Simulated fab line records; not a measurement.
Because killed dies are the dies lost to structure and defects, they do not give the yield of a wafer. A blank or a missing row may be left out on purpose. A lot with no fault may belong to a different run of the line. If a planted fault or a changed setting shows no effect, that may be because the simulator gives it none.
Lot-split experiment -- flow n5Finfet -- 21 wafers read from 7 lots, route of 1938 steps

== THE SPLIT ITSELF ==
At N5_SDB_COAT_03 (time 60 s, resist thk 100 nm), the setting spinRpm was moved away from the recipe's 1500 rpm on 8 of the 21 wafers read, by -5.7% to +6.0%. For the rest of the wafers, this setting stayed at what the recipe calls for.

== FROM THE SPLIT TO THE READING: what the file shows between them, 4 steps ==
- N5_SDB_ETCH_17: etches SiARC in CF4, target depth 23.4 nm, time 39 s (also split here: cf4FlowSccm)
- N5_SDB_ETCH_18: etches SOC in N2/H2, target depth 100 nm, overetch 20 nm, time 150 s
- N5_SDB_STRIP_19: strips in N2/H2
- N5_SDB_STRIP_21: strips in CF4

== THE READING ==
SOC_of_SDB_COAT_03.thkNm (the simulator's own value, which no gauge read), in nm, at N5_SDB_HM_OPEN_20 (chemistry CH3F/O2, target SiNx, stops on poly-Si, target depth 24 nm). The file gives no usual value for it. Average 83.9 nm, standard deviation 0.36 nm, over the 13 wafers here run with the recipe.

wafer,"tool, chamber at the split","spinRpm as run, rpm",against the recipe,"SOC_of_SDB_COAT_03.thkNm, nm",against lot-mates on the recipe
L083.2,"lithoTrack-03, 0",1500,recipe,84,-
L083.5,"lithoTrack-03, 0",1500,recipe,83.8,-
L083.6,"lithoTrack-03, 0",1500,recipe,84.2,-
L084.2,"lithoTrack-05, 0",1500,recipe,83.8,-
L084.5,"lithoTrack-05, 0",1500,recipe,83.8,-
L084.4,"lithoTrack-05, 0",1434,-4.4%,86.4,+2.6
L086.1,"lithoTrack-05, 0",1500,recipe,83.2,-
L086.4,"lithoTrack-05, 0",1500,recipe,83.6,-
L086.6,"lithoTrack-05, 0",1500,recipe,83.4,-
L089.1,"lithoTrack-05, 0",1446,-3.6%,86.2,+1.8
L089.4,"lithoTrack-05, 0",1500,recipe,84.2,-
L089.5,"lithoTrack-05, 0",1500,recipe,84.6,-
L091.1,"lithoTrack-05, 0",1500,recipe,83.6,-
L091.2,"lithoTrack-05, 0",1414,-5.7%,87.2,+3.6
L091.3,"lithoTrack-05, 0",1414,-5.7%,87.2,+3.6
L093.1,"lithoTrack-05, 0",1500,recipe,84.2,-
L093.4,"lithoTrack-05, 0",1457,-2.9%,85.8,+1.6
L093.6,"lithoTrack-05, 0",1457,-2.9%,86,+1.8
L096.4,"lithoTrack-03, 0",1590,+6.0%,80,-4.0
L096.5,"lithoTrack-03, 0",1590,+6.0%,81,-3.0
L096.6,"lithoTrack-03, 0",1500,recipe,84,-

THE FIT
A straight line over all 21 wafers: SOC_of_SDB_COAT_03.thkNm changes by -0.585 nm for each +1% of spinRpm; r = -0.98; the points scatter about the line by 0.36 nm.
The same after taking each lot's own level away (the mean of its wafers on the recipe; 21 wafers): -0.594 nm for each +1%; r = -0.99; scatter 0.22 nm.
According to that fit, moving spinRpm by its largest amount changes the reading by 3.6 nm.
The span of the lots' own levels, 83.40 to 84.40 nm, comes to 2.7 times the standard deviation stated above.
The two slopes agree, so the slope changes little with the lot-to-lot level.
Check: -3.38 nm against its lot-mates is what the line predicts for one of the wafers moved furthest among these (+6.0%) when that wafer is left out of the fit. Against them it came out at -4 nm.

== OTHER SPLITS ON THESE WAFERS ==
These wafers also went through other splits before the reading. Each is held against what the fit with the lots' levels taken away leaves over:
other split on the same wafers,wafers away from the commonest value,r with SOC_of_SDB_COAT_03.thkNm (lot level and that fit taken away)
N5_SD_EPI_N_EPI_21 epiGrowthTimeS,8,+0.17
N5_SDB_ETCH_17 cf4FlowSccm,6,+0.06

== THE WHOLE CHAIN: every reading that the file lists as answering this split, in the file's order ==
step,what it does,reading,change (the file's fit),r (the file's)
N5_SDB_COAT_03,"time 60 s, resist thk 100 nm","SOC_of_SDB_COAT_03.thkNm (the simulator's own value, which no gauge read)",-0.531 nm for each +1% of the setting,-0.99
N5_SDB_ETCH_18,"etches SOC in N2/H2, target depth 100 nm, overetch 20 nm, time 150 s","etch.depthNm (the simulator's own value, which no gauge read)",-0.533 nm for each +1% of the setting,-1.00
N5_SDB_HM_OPEN_20,"chemistry CH3F/O2, target SiNx, stops on poly-Si, target depth 24 nm","SOC_of_SDB_COAT_03.thkNm (the simulator's own value, which no gauge read)",-0.589 nm for each +1% of the setting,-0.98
N5_SDB_STRIP_22,strips in N2/H2,stripTimeToEndpointS,withheld for each +1% of the setting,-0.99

== FILE'S OWN FIT ==
SOC_of_SDB_COAT_03.thkNm changes by -0.589 nm for each +1% of spinRpm, r = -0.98.
